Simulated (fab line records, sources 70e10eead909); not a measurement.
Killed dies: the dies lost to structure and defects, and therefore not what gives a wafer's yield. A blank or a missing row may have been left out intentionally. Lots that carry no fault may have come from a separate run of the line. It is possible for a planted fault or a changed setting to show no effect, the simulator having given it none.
fab line records	flow nand-harc
record: lots: 13	wafers: 39	last-day: 32
route steps=1302 shown A_BLC@1136 A_M0@1152 END@1302
lots untouched by any fault: they come from a run of this same line in which no faults occurred
start-h: hours from the record's opening day to when the first of the lot's shown wafers began	wait-h: how many hours have passed since the lot's step before this one	" identical to the entry in the row above	L1.1+2: several wafers, shown together as one row	- no value present, or no start provided	* or withheld: withheld	< > ~ a bound
route shown NAME@n: NAME is a module with steps in the file, n the number in the route of the first one	usual: mean and standard deviation over wafers with no fault	same: alike in all rows	chamber/n: place in a boat	sites: per-site readings	_std_site: the values' standard deviation	_edge_site: outer sites' mean less inner sites'	radius-mm: for every site, how far away it sits from the centre of the wafer	mask NAME#n: copy n	behind: tool/chamber where the wafer was last shaped	hold: cause of the lot's hold/its duration in hours/its outcome	device: which transistor (n, p or np) failed to switch	end of line: at the end of the route, the tests of the same wafers	step lacking rows: just its recipe	killed: dies that structure and defects cost at the first sort, which is not the same as the wafer's yield	map: shows each die of a wafer: x if killed, . if not, _ if none is there
set.NAME: the run value of the setting; set.NAME@STEP: its run value at that earlier step	model.NAME: the simulator's own value behind a step, which no gauge read
route steps across a sampled set of lots; one table per step, one row per wafer
services: the hour from which a tool's chamber was out of use, counted from the record's first day as start-h (under 0 if before that day), plus the number of hours and why
== steps ==
step: NHARC_A_BLC_INSPECT_28
usual: raw-defect-count: 502/130
lot.wafer	tool	chamber	start-h	wait-h	raw-defect-count
L432.2	defect-inspect-01	-	530.34	0.1	418
L432.5	"	-	"	"	551
L432.6	"	-	"	"	374
L434.1	defect-inspect-01	-	545.91	0.1	614
L434.3	"	-	"	"	452
L434.5	"	-	"	"	589
L436.4	defect-inspect-01	-	546.66	0.1	357
L436.5	"	-	"	"	441
L436.6	"	-	"	"	345
L435.1	defect-inspect-02	-	562.22	0.1	337
L435.3	"	-	"	"	359
L435.6	"	-	"	"	328
L438.3	defect-inspect-01	-	606.66	0.1	527
L438.4	"	-	"	"	433
L438.5	"	-	"	"	423
L441.2	defect-inspect-02	-	607.36	0.1	631
L441.3	"	-	"	"	553
L441.5	"	-	"	"	670
L440.2	defect-inspect-01	-	614.61	0.1	679
L440.5	"	-	"	"	537
L440.6	"	-	"	"	762
L443.2	defect-inspect-01	-	635.38	0.1	824
L443.3	"	-	"	"	598
L443.5	"	-	"	"	880
L449.1	defect-inspect-01	-	665.61	0.1	496
L449.3	"	-	"	"	489
L449.5	"	-	"	"	517
L450.1	defect-inspect-01	-	693.01	0.1	374
L450.2	"	-	"	"	469
L450.5	"	-	"	"	385
L451.1	defect-inspect-02	-	700.28	0.1	290
L451.3	"	-	"	"	405
L451.4	"	-	"	"	518
L452.2	defect-inspect-01	-	717.23	0.1	417
L452.4	"	-	"	"	400
L452.6	"	-	"	"	497
L454.1	defect-inspect-01	-	728.90	0.1	738
L454.4	"	-	"	"	513
L454.5	"	-	"	"	409
step: NHARC_A_M0_ETCH_15
recipe: target-depth-a: 1500	overetch-a: 150	time-s: 82.5	c4f8-flow-sccm: withheld	ar-flow-sccm: 400	rf-w: 600	bias-w: 300	chemistry: C4F8/Ar
usual: oes-product-au: 0.955/0.021	rf-vpp-V: 441/3.3
same: time-s: 82.5
lot.wafer	tool	chamber	start-h	wait-h	oes-product-au	rf-hours-counter-h	rf-vpp-V
L432.2	rie-diel-12	3	531.75	-	0.940	3.2	444
L432.6	"	0	"	"	0.939	-	438
L432.5	"	1	"	"	0.950	-	442
L434.3	rie-diel-12	0	547.18	-	0.912	3.8	436
L434.1	"	3	"	"	0.925	4.2	446
L434.5	"	1	"	"	0.937	-	443
L436.4	rie-diel-12	3	547.81	-	0.928	4.3	446
L436.5	"	2	"	"	0.933	-	444
L436.6	"	3	"	"	0.927	-	445
L435.1	rie-diel-10	2	563.38	-	0.943	8.3	441
L435.3	"	3	"	"	0.973	7.5	444
L435.6	"	1	"	"	0.948	-	437
L438.3	rie-diel-12	0	607.94	-	0.927	7.3	437
L438.4	"	0	"	"	0.920	-	437
L438.5	"	1	"	"	0.921	-	443
L441.3	rie-diel-12	1	608.64	-	0.968	7.0	444
L441.2	"	0	"	"	0.969	7.4	438
L441.5	"	0	"	"	0.960	-	437
L440.2	rie-diel-12	0	615.90	-	0.923	8.0	435
L440.5	"	1	"	"	0.929	-	444
L440.6	"	3	"	"	0.924	-	445
L443.3	rie-diel-12	1	636.64	-	0.969	0.4	443
L443.2	"	0	"	"	0.980	0.3	437
L443.5	"	2	"	"	0.974	-	444
L449.3	rie-diel-10	0	666.87	-	0.982	1.6	442
L449.1	"	1	"	"	0.972	2.5	439
L449.5	"	0	"	"	0.991	-	442
L450.2	rie-diel-12	3	694.30	-	0.948	3.2	446
L450.1	"	2	"	"	0.957	3.5	444
L450.5	"	0	"	"	0.971	-	435
L451.1	rie-diel-10	2	701.42	-	0.925	5.8	441
L451.3	"	3	"	"	0.935	5.8	446
L451.4	"	0	"	"	0.950	4.0	444
L452.2	rie-diel-06	0	718.49	-	0.965	3.6	440
L452.4	"	2	"	"	0.959	3.6	437
L452.6	"	3	"	"	0.953	-	439
L454.4	rie-diel-06	3	730.16	-	0.953	5.5	439
L454.1	"	0	"	"	0.963	5.4	439
L454.5	"	3	"	"	0.957	-	437
step: NHARC_A_M0_ANNEAL_30
recipe: temp-c: 225	time-s: 90
usual: wafer_temp_C_max: 225.82/0.25
same: time-s: 90
lot.wafer	tool	chamber	start-h	wait-h	wafer_temp_C_max
L432.2	rtp-anneal-02	0	533.32	-	225.94
L432.5	"	0	"	"	226.13
L432.6	"	0	"	"	226.32
L434.1	rtp-anneal-01	0	548.66	0.3	225.77
L434.3	"	0	"	"	225.63
L434.5	"	0	"	"	225.74
L436.4	rtp-anneal-01	0	549.43	0.4	225.49
L436.5	"	0	"	"	225.37
L436.6	"	0	"	"	225.49
L435.1	rtp-anneal-01	0	564.86	-	225.75
L435.3	"	0	"	"	226.02
L435.6	"	0	"	"	225.70
L438.3	rtp-anneal-02	0	609.54	-	226.20
L438.4	"	0	"	"	226.00
L438.5	"	0	"	"	225.79
L441.2	rtp-anneal-01	0	610.19	0.3	225.71
L441.3	"	0	"	"	225.97
L441.5	"	0	"	"	225.43
L440.2	rtp-anneal-01	0	617.45	-	225.69
L440.5	"	0	"	"	225.95
L440.6	"	0	"	"	225.99
L443.2	rtp-anneal-01	0	638.19	0.3	225.57
L443.3	"	0	"	"	225.82
L443.5	"	0	"	"	226.13
L449.1	rtp-anneal-01	0	668.38	0.3	225.68
L449.3	"	0	"	"	225.74
L449.5	"	0	"	"	225.60
L450.1	rtp-anneal-01	0	695.89	0.3	225.53
L450.2	"	0	"	"	225.31
L450.5	"	0	"	"	225.82
L451.1	rtp-anneal-02	0	702.93	-	225.89
L451.3	"	0	"	"	226.34
L451.4	"	0	"	"	226.03
L452.2	rtp-anneal-01	0	720.03	0.4	225.76
L452.4	"	0	"	"	225.65
L452.6	"	0	"	"	225.58
L454.1	rtp-anneal-02	0	731.64	0.3	226.11
L454.4	"	0	"	"	225.65
L454.5	"	0	"	"	225.99
step: NHARC_A_M0_CMP_23
recipe: t-overpolish-s: 20	target-thk-nm: 113.75
usual: motor-current-A: 12.0/1.3	time-to-endpoint-s: 28.7/2.6
lot.wafer	tool	chamber	start-h	wait-h	motor-current-A	time-to-endpoint-s
L432.2	cmp-04	1	533.67	-	10.2	29.4
L432.6	"	3	"	"	11.2	25.4
L432.5	"	0	"	"	10.7	25.7
L434.1	cmp-02	3	549.03	-	14.3	26.7
L434.3	"	1	"	"	11.4	29.8
L434.5	"	2	"	"	12.6	27.6
L436.4	cmp-02	2	549.62	-	12.4	27.7
L436.5	"	2	"	"	12.9	29.6
L436.6	"	3	"	"	14.8	29.1
L435.3	cmp-02	1	565.26	-	11.4	30.5
L435.1	"	2	"	"	12.6	29.1
L435.6	"	3	"	"	14.4	29.5
L438.3	cmp-01	2	609.78	-	11.8	27.9
L438.4	"	3	"	"	12.5	29.6
L438.5	"	2	"	"	11.5	29.4
L441.3	cmp-04	3	610.48	-	11.6	30.6
L441.2	"	1	"	"	10.8	32.0
L441.5	"	0	"	"	9.8	26.0
L440.2	cmp-02	2	617.74	-	12.7	25.9
L440.6	"	2	"	"	13.4	26.5
L440.5	"	3	"	"	13.1	27.7
L443.2	cmp-01	0	638.49	-	13.6	29.5
L443.3	"	1	"	"	11.2	31.3
L443.5	"	0	"	"	13.8	27.6
L449.3	cmp-04	2	668.72	-	13.3	27.4
L449.1	"	3	"	"	11.8	25.1
L449.5	"	3	"	"	11.5	24.0
L450.1	cmp-02	2	696.23	-	11.9	26.8
L450.2	"	1	"	"	11.0	28.3
L450.5	"	2	"	"	12.3	27.7
L451.4	cmp-04	3	703.28	-	11.2	23.8
L451.1	"	0	"	"	10.7	25.5
L451.3	"	1	"	"	10.5	30.7
L452.4	cmp-04	2	720.32	-	12.5	26.8
L452.2	"	0	"	"	10.6	26.0
L452.6	"	3	"	"	10.9	25.5
L454.1	cmp-04	0	731.99	-	10.0	22.9
L454.4	"	2	"	"	13.6	29.9
L454.5	"	1	"	"	10.8	29.0
step: NHARC_END_SORT_01
recipe: temp-c: 25
usual: defect-limited-yield: 90.9/2.6	killed-at-array: 57/18	killed-at-other: 0.9/1.3	killed-at-periphery: 3.5/2.2	killed-dies: 62/18	killed-open: 3.0/1.7	killed-short: 2.3/1.5
same: gross-dies: 677
lot.wafer	tool	chamber	start-h	wait-h	defect-limited-yield[%]	killed-at-array	killed-at-other	killed-at-periphery	killed-dies	killed-open	killed-short
L438.3	prober-02	0	645.40	3.1	87.1	84	2	1	87	3	1
L438.4	prober-02	0	646.20	3.4	87.6	82	1	1	84	4	4
L438.5	prober-02	0	647.01	3.7	87.6	81	0	3	84	3	3
L441.2	prober-01	0	660.43	2.8	78.6	143	0	2	145	8	0
L441.3	prober-01	0	661.23	3.1	73.0	180	0	3	183	6	1
L441.5	prober-01	0	662.84	3.7	80.8	124	0	6	130	4	4
L440.2	prober-02	0	668.93	2.8	87.0	85	0	3	88	4	4
L440.5	prober-02	0	671.33	3.7	82.1	117	2	2	121	3	3
L440.6	prober-02	0	672.13	4.0	82.6	117	0	1	118	6	1
L449.1	prober-01	0	706.39	2.4	88.3	78	0	1	79	2	2
L449.3	prober-01	0	707.97	3.0	89.8	67	0	2	69	3	0
L449.5	prober-01	0	709.56	3.7	90.4	63	0	2	65	2	6
L443.2	prober-02	0	707.46	2.8	81.5	125	0	0	125	3	2
L443.3	prober-02	0	708.27	3.1	73.7	174	1	3	178	2	1
L443.5	prober-02	0	709.88	3.7	82.6	116	0	2	118	3	1
L450.1	prober-01	0	733.07	2.4	91.1	55	0	5	60	1	1
L450.2	prober-01	0	733.87	2.7	92.0	49	0	5	54	4	0
L450.5	prober-01	0	736.26	3.7	91.6	46	0	11	57	2	1
L451.1	prober-02	0	740.72	2.4	90.5	62	1	1	64	4	2
L451.3	prober-02	0	742.32	3.1	90.4	62	2	1	65	3	4
L451.4	prober-02	0	743.12	3.4	89.2	69	1	3	73	0	1
L452.2	prober-02	0	765.72	2.7	92.3	46	0	6	52	1	3
L452.4	prober-02	0	767.32	3.4	93.6	41	0	2	43	1	3
L452.6	prober-02	0	768.92	4.0	92.5	46	0	5	51	2	1
killed by level:class
L438.3 A_CHANNEL_HOLE_D2:chamber-film-flake=33 A_SLIT:chamber-film-flake=32 A_STAIRCASE:chamber-film-flake=4 A_CHANNEL_HOLE_D1:chamber-film-flake=3 A_CONTACT:chamber-film-flake=3 A_WL_FILL:chamber-film-flake=3 THIN_TSV:chamber-film-flake=2 P_CONTACT:geometric-particle:open=1
L438.4 A_CHANNEL_HOLE_D2:chamber-film-flake=34 A_SLIT:chamber-film-flake=28 A_ZERO_WELL:chamber-film-flake=3 A_STAIRCASE:chamber-film-flake=3 A_DECK1_JOINT:geometric-particle:short=2 A_DECK1_JOINT:geometric-particle:open=2 A_WL_FILL:geometric-particle:short=2 A_CHANNEL_HOLE_D1:chamber-film-flake=2
L438.5 A_CHANNEL_HOLE_D2:chamber-film-flake=37 A_SLIT:chamber-film-flake=34 A_CONTACT:chamber-film-flake=3 P_GATE:geometric-particle:open=1 P_M0:geometric-particle:open=1 P_M0:geometric-particle:short=1 A_DECK1_JOINT:geometric-particle:short=1 A_CHANNEL_FILL_D2:geometric-particle:open=1
L441.2 A_M0:unspecified=51 A_SLIT:chamber-film-flake=36 A_CHANNEL_HOLE_D2:chamber-film-flake=27 A_CHANNEL_HOLE_D1:chamber-film-flake=12 A_CONTACT:chamber-film-flake=7 A_WL_FILL:geometric-particle:open=3 A_SOURCE_PLATE:geometric-particle:open=1 A_DECK1_JOINT:geometric-particle:open=1
L441.3 A_M0:unspecified=95 A_SLIT:chamber-film-flake=30 A_CHANNEL_HOLE_D2:chamber-film-flake=24 A_CHANNEL_HOLE_D1:chamber-film-flake=22 A_CHANNEL_FILL_D2:geometric-particle:open=3 A_CONTACT:chamber-film-flake=2 P_M0:geometric-particle:open=1 P_M2:geometric-particle:open=1
L441.5 A_M0:unspecified=42 A_SLIT:chamber-film-flake=27 A_CHANNEL_HOLE_D2:chamber-film-flake=24 A_CHANNEL_HOLE_D1:chamber-film-flake=16 A_CONTACT:chamber-film-flake=7 P_CONTACT:chamber-film-flake=3 A_M1:geometric-particle:short=2 P_CONTACT:geometric-particle:short=1
L440.2 A_M0:unspecified=52 A_CHANNEL_HOLE_D2:chamber-film-flake=16 A_BONDPAD:chamber-film-flake=3 A_CHANNEL_HOLE_D1:chamber-film-flake=2 A_WL_FILL:chamber-film-flake=2 P_CONTACT:geometric-particle:open=1 A_ONON_D1:geometric-particle:short=1 A_CHANNEL_FILL_D1:geometric-particle:open=1
L440.5 A_M0:unspecified=89 A_CHANNEL_HOLE_D2:chamber-film-flake=10 A_CHANNEL_HOLE_D1:chamber-film-flake=6 A_WL_FILL:chamber-film-flake=3 A_SLIT:chamber-film-flake=2 A_CONTACT:chamber-film-flake=2 P_M0:geometric-particle:open=1 A_DECK1_JOINT:geometric-particle:open=1
L440.6 A_M0:unspecified=89 A_CHANNEL_HOLE_D2:chamber-film-flake=8 A_CHANNEL_HOLE_D1:chamber-film-flake=5 A_M1:geometric-particle:open=2 A_STAIRCASE:chamber-film-flake=2 A_BONDPAD:chamber-film-flake=2 A_CHANNEL_HOLE_D2:geometric-particle:open=1 A_CHANNEL_FILL_D2:geometric-particle:open=1
L449.1 A_CHANNEL_HOLE_D1:chamber-film-flake=41 A_CHANNEL_HOLE_D2:chamber-film-flake=22 A_CHANNEL_FILL_D1:geometric-particle:short=2 A_SLIT:chamber-film-flake=2 A_STAIRCASE:chamber-film-flake=2 A_CONTACT:chamber-film-flake=2 A_BLC:chamber-film-flake=2 A_CHANNEL_FILL_D1:geometric-particle:open=1
L443.2 A_M0:unspecified=55 A_CHANNEL_HOLE_D1:chamber-film-flake=22 A_CHANNEL_HOLE_D2:chamber-film-flake=22 A_SLIT:chamber-film-flake=11 A_STAIRCASE:chamber-film-flake=3 A_DECK1_JOINT:chamber-film-flake=2 A_M0:chamber-film-flake=2 A_CHANNEL_FILL_D1:geometric-particle:short=1
L449.3 A_CHANNEL_HOLE_D1:chamber-film-flake=37 A_CHANNEL_HOLE_D2:chamber-film-flake=16 A_DECK1_JOINT:chamber-film-flake=4 A_CONTACT:chamber-film-flake=3 A_ZERO_WELL:chamber-film-flake=2 A_SLIT:chamber-film-flake=2 P_M2:geometric-particle:open=1 P_BONDPAD:geometric-particle:open=1
L443.3 A_M0:unspecified=84 A_SLIT:chamber-film-flake=34 A_CHANNEL_HOLE_D1:chamber-film-flake=32 A_CHANNEL_HOLE_D2:chamber-film-flake=15 A_CHANNEL_FILL_D1:chamber-film-flake=3 A_STAIRCASE:chamber-film-flake=3 P_CONTACT:geometric-particle:open=2 A_CONTACT:chamber-film-flake=2
L449.5 A_CHANNEL_HOLE_D1:chamber-film-flake=29 A_CHANNEL_HOLE_D2:chamber-film-flake=18 A_SLIT:chamber-film-flake=3 A_CONTACT:chamber-film-flake=3 A_ONON_D2:geometric-particle:short=2 A_DECK1_JOINT:geometric-particle:short=1 A_ONON_D2:geometric-particle:open=1 A_CHANNEL_FILL_D2:geometric-particle:open=1
L443.5 A_CHANNEL_HOLE_D1:chamber-film-flake=26 A_SLIT:chamber-film-flake=26 A_M0:unspecified=25 A_CHANNEL_HOLE_D2:chamber-film-flake=20 A_WL_FILL:chamber-film-flake=4 A_CHANNEL_FILL_D2:chamber-film-flake=3 A_CONTACT:chamber-film-flake=3 A_M0:chamber-film-flake=2
L450.1 A_CHANNEL_HOLE_D2:chamber-film-flake=32 A_CONTACT:chamber-film-flake=8 A_SLIT:chamber-film-flake=7 P_GATE:chamber-film-flake=4 A_CHANNEL_HOLE_D1:chamber-film-flake=3 A_STAIRCASE:chamber-film-flake=2 A_CHANNEL_HOLE_D2:geometric-particle:short=1 A_M0:geometric-particle:open=1
L450.2 A_CHANNEL_HOLE_D2:chamber-film-flake=20 A_CONTACT:chamber-film-flake=9 A_CHANNEL_HOLE_D1:chamber-film-flake=7 A_SLIT:chamber-film-flake=4 P_GATE:chamber-film-flake=2 A_DECK1_JOINT:chamber-film-flake=2 A_STAIRCASE:chamber-film-flake=2 A_WL_FILL:chamber-film-flake=2
L450.5 A_CHANNEL_HOLE_D2:chamber-film-flake=17 A_CHANNEL_HOLE_D1:chamber-film-flake=8 A_CONTACT:chamber-film-flake=8 A_WL_FILL:chamber-film-flake=6 P_M1:chamber-film-flake=5 P_STI:chamber-film-flake=4 P_GATE:chamber-film-flake=2 A_SLIT:chamber-film-flake=2
L451.1 A_CHANNEL_HOLE_D1:chamber-film-flake=22 A_CHANNEL_HOLE_D2:chamber-film-flake=21 A_M1:chamber-film-flake=5 A_STAIRCASE:chamber-film-flake=4 A_SLIT:chamber-film-flake=3 A_CHANNEL_FILL_D1:geometric-particle:short=1 A_ONON_D2:geometric-particle:open=1 A_BLC:geometric-particle:open=1
L451.3 A_CHANNEL_HOLE_D1:chamber-film-flake=25 A_CHANNEL_HOLE_D2:chamber-film-flake=19 A_M1:chamber-film-flake=4 A_CHANNEL_FILL_D1:geometric-particle:open=2 A_WL_FILL:geometric-particle:short=2 A_SLIT:chamber-film-flake=2 A_STAIRCASE:chamber-film-flake=2 A_CONTACT:chamber-film-flake=2
L451.4 A_CHANNEL_HOLE_D1:chamber-film-flake=34 A_CHANNEL_HOLE_D2:chamber-film-flake=19 A_STAIRCASE:chamber-film-flake=5 A_M1:chamber-film-flake=4 A_SLIT:chamber-film-flake=3 P_ZERO_WELL:chamber-film-flake=2 A_CONTACT:chamber-film-flake=2 P_M0:geometric-particle:short=1
L452.2 A_CHANNEL_HOLE_D1:chamber-film-flake=18 A_CONTACT:chamber-film-flake=12 A_STAIRCASE:chamber-film-flake=5 P_M1:chamber-film-flake=3 A_SLIT:chamber-film-flake=3 A_CHANNEL_FILL_D1:chamber-film-flake=2 A_SGD_CUT:chamber-film-flake=2 P_CONTACT:geometric-particle:short=1
L452.4 A_CONTACT:chamber-film-flake=15 A_CHANNEL_HOLE_D1:chamber-film-flake=9 A_SLIT:chamber-film-flake=6 A_STAIRCASE:chamber-film-flake=3 P_M1:chamber-film-flake=2 A_CHANNEL_FILL_D1:chamber-film-flake=2 A_ONON_D1:geometric-particle:open=1 A_CHANNEL_FILL_D1:geometric-particle:short=1
L452.6 A_SLIT:chamber-film-flake=14 A_CHANNEL_HOLE_D1:chamber-film-flake=13 A_CONTACT:chamber-film-flake=7 A_BONDPAD:chamber-film-flake=2 P_GATE:chamber-film-flake=2 P_M1:chamber-film-flake=2 A_STAIRCASE:chamber-film-flake=2 A_SGD_CUT:chamber-film-flake=2
== services ==
tool	chamber	start-h	hours	kind
rie-diel-10	0	514.99	2.9	repair
rie-diel-06	-	524.58	0.4	repair
cmp-02	-	526.50	4.0	pm
cmp-01	-	534.02	0.3	repair
cmp-01	-	581.44	4.0	pm
rie-diel-06	0	584.98	8.0	repair
cmp-01	-	589.34	12.5	repair
rie-diel-10	-	596.59	9.0	pm
rie-diel-12	2	599.80	17.9	repair
cmp-04	-	601.14	4.0	pm
cmp-01	-	618.98	0.5	repair
rie-diel-12	-	622.44	9.0	pm
cmp-02	-	624.50	4.0	pm
rie-diel-10	0	626.01	6.2	repair
cmp-01	-	633.89	2.1	repair
rie-diel-10	0	640.78	8.6	repair
rie-diel-06	-	661.30	9.0	pm
rie-diel-12	1	673.73	1.6	repair
cmp-04	-	675.15	1.4	repair
rie-diel-10	1	682.60	15.9	repair
rie-diel-12	1	692.43	2.5	repair
rie-diel-12	3	721.02	4.3	repair
cmp-02	-	722.53	4.0	pm
cmp-02	-	727.78	1.5	repair
== key ==
first-sign: step: NHARC_END_SORT_01	reading: killed-at-array	direction: up	sigmas: 4.1	usual: 57	struck: 131	wafers-moved: 8
effect: step: NHARC_END_SORT_01	reading: defect-limited-yield	direction: down	sigmas: 4.1	usual: 90.9	struck: 80.2	wafers-moved: 8
more-kills-born-at: NHARC_A_M0_ETCH_15@rie-diel-12: 580
met-at NHARC_A_M0_ETCH_15
struck-lots L440,L441,L443
not-acting-at NHARC_A_BLC_INSPECT_28,NHARC_A_M0_ANNEAL_30,NHARC_A_M0_CMP_23
onset-between 607.94 608.64
fault: kind: chamber-particle-source	tool: rie-diel-12	chamber: -	onset-h: 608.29	steps: NHARC_A_M0_ETCH_15	rate-per-visit-cm2: 1.0056	end-h: 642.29
